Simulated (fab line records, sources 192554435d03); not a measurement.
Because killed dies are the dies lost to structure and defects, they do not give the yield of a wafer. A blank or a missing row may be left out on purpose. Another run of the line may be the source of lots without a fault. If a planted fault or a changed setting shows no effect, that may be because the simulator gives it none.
Split-lot trial | flow n5Finfet | 39 wafers read across 7 lots, on a route 1938 steps long

== ON THE SPLIT ==
At N5_SD_EPI_N_DEVELOP_08 (develop time 30 s), the setting developTimeS was moved away from the recipe's 30 s on 15 of the 39 wafers read, by -59.7% to +30.2%. For the rest of the wafers, this setting stayed at what the recipe calls for.

There is no step in the file separating the split from the reading.

== THE READING ==
Shown in nm: cdNm at N5_SD_EPI_N_CD_MEAS_09, with target cd 120 nm. On this fab line, fault-free wafers typically give 119.9 nm with a standard deviation of 0.61 nm.

wafer  | tool, chamber at the split | developTimeS as run, s | against the recipe | cdNm, nm | against lot-mates on the recipe
L077.1 | lithoTrack-02, 0           | 30                     | recipe             | 120.3    | -
L077.2 | lithoTrack-02, 0           | 30                     | recipe             | 120.2    | -
L077.3 | lithoTrack-02, 0           | 39.07                  | +30.2%             | 121.8    | +1.5
L077.4 | lithoTrack-02, 0           | 30                     | recipe             | 120.3    | -
L077.5 | lithoTrack-02, 0           | 39.07                  | +30.2%             | 121.0    | +0.7
L077.6 | lithoTrack-02, 0           | 39.07                  | +30.2%             | 122.4    | +2.1
L079.1 | lithoTrack-05, 0           | 30                     | recipe             | 120.1    | -
L079.2 | lithoTrack-05, 0           | 36.81                  | +22.7%             | 120.2    | +0.3
L079.3 | lithoTrack-05, 0           | 30                     | recipe             | 119.5    | -
L079.4 | lithoTrack-05, 0           | 30                     | recipe             | 120.0    | -
L079.5 | lithoTrack-05, 0           | 36.81                  | +22.7%             | 120.1    | +0.2
L079.6 | lithoTrack-05, 0           | 36.81                  | +22.7%             | 119.4    | -0.5
L086.1 | lithoTrack-02, 0           | 19.06                  | -36.5%             | 117.9    | -2.0
L086.2 | lithoTrack-02, 0           | 30                     | recipe             | 120.2    | -
L086.3 | lithoTrack-02, 0           | 19.06                  | -36.5%             | 117.8    | -2.1
L086.4 | lithoTrack-02, 0           | 19.06                  | -36.5%             | 117.7    | -2.2
L086.5 | lithoTrack-02, 0           | 30                     | recipe             | 119.6    | -
L086.6 | lithoTrack-02, 0           | 30                     | recipe             | 119.8    | -
L087.3 | lithoTrack-03, 0           | 30                     | recipe             | 120.5    | -
L087.4 | lithoTrack-03, 0           | 30                     | recipe             | 120.5    | -
L087.6 | lithoTrack-03, 0           | 30                     | recipe             | 120.4    | -
L092.1 | lithoTrack-03, 0           | 30                     | recipe             | 119.9    | -
L092.2 | lithoTrack-03, 0           | 30                     | recipe             | 119.3    | -
L092.3 | lithoTrack-03, 0           | 30                     | recipe             | 119.6    | -
L092.4 | lithoTrack-03, 0           | 30                     | recipe             | 119.3    | -
L092.5 | lithoTrack-03, 0           | 30                     | recipe             | 119.8    | -
L092.6 | lithoTrack-03, 0           | 30                     | recipe             | 119.1    | -
L093.1 | lithoTrack-03, 0           | 30                     | recipe             | 120.0    | -
L093.2 | lithoTrack-03, 0           | 12.08                  | -59.7%             | 115.0    | -5.0
L093.3 | lithoTrack-03, 0           | 30                     | recipe             | 120.0    | -
L093.4 | lithoTrack-03, 0           | 12.08                  | -59.7%             | 115.2    | -4.8
L093.5 | lithoTrack-03, 0           | 30                     | recipe             | 120.1    | -
L093.6 | lithoTrack-03, 0           | 12.08                  | -59.7%             | 114.7    | -5.3
L097.1 | lithoTrack-05, 0           | 15.79                  | -47.4%             | 115.0    | -4.8
L097.2 | lithoTrack-05, 0           | 15.79                  | -47.4%             | 115.4    | -4.4
L097.3 | lithoTrack-05, 0           | 30                     | recipe             | 120.6    | -
L097.4 | lithoTrack-05, 0           | 15.79                  | -47.4%             | 116.0    | -3.8
L097.5 | lithoTrack-05, 0           | 30                     | recipe             | 119.6    | -
L097.6 | lithoTrack-05, 0           | 30                     | recipe             | 119.2    | -

FIT RESULTS
A straight line over all 39 wafers: cdNm changes by +0.0718 nm for each +1% of developTimeS; r = +0.93; the points scatter about the line by 0.69 nm.
The same after taking each lot's own level away (the mean of its wafers on the recipe; 39 wafers): +0.0704 nm for each +1%; r = +0.94; scatter 0.65 nm.
Per that fit: largest developTimeS move, reading shift of 4.2 nm.
From 119.50 to 120.47 nm: that is the span of the lots' own levels, equal to 1.6 times the standard deviation above.
The two slopes agree, so the slope changes little with the lot-to-lot level.
Check: with one of the wafers moved furthest among these (-59.7%) left out of the fit, the line predicts -4.39 nm for it against its lot-mates. It came out at -5.03 nm against them.

== THESE WAFERS: OTHER SPLITS ==
Note: prior to the reading, these wafers also went through further splits. Each is held against what the fit with the lots' levels taken away leaves over:
other split on the same wafers        | wafers away from the commonest value | r with cdNm (lot level and that fit taken away)
N5_ZERO_LAYER_DEVELOP_10 developTimeS | 15                                   | -0.43
N5_FIN_SAQP_HM_DEP_72 timeS           | 12                                   | +0.09

== THE WHOLE CHAIN: every reading that the file lists as answering this split, in the file's order ==
step                   | what it does                                           | reading                                                        | change (the file's fit)                | r (the file's)
N5_SD_EPI_N_CD_MEAS_09 | target cd 120 nm                                       | cdNm                                                           | +0.0734 nm for each +1% of the setting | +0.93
N5_SD_EPI_N_DESCUM_14  | chemistry O2, time 7.9 s                               | SD_EPI_N.cdNm (the simulator's own value, which no gauge read) | +0.0734 nm for each +1% of the setting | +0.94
N5_SD_EPI_N_ETCH_34    | etches SiARC in CF4, target depth 45.5 nm, time 75.8 s | SD_EPI_N.cdNm (the simulator's own value, which no gauge read) | +0.072 nm for each +1% of the setting  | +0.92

== FILE'S OWN FIT ==
cdNm changes by +0.0734 nm for each +1% of developTimeS, r = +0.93.
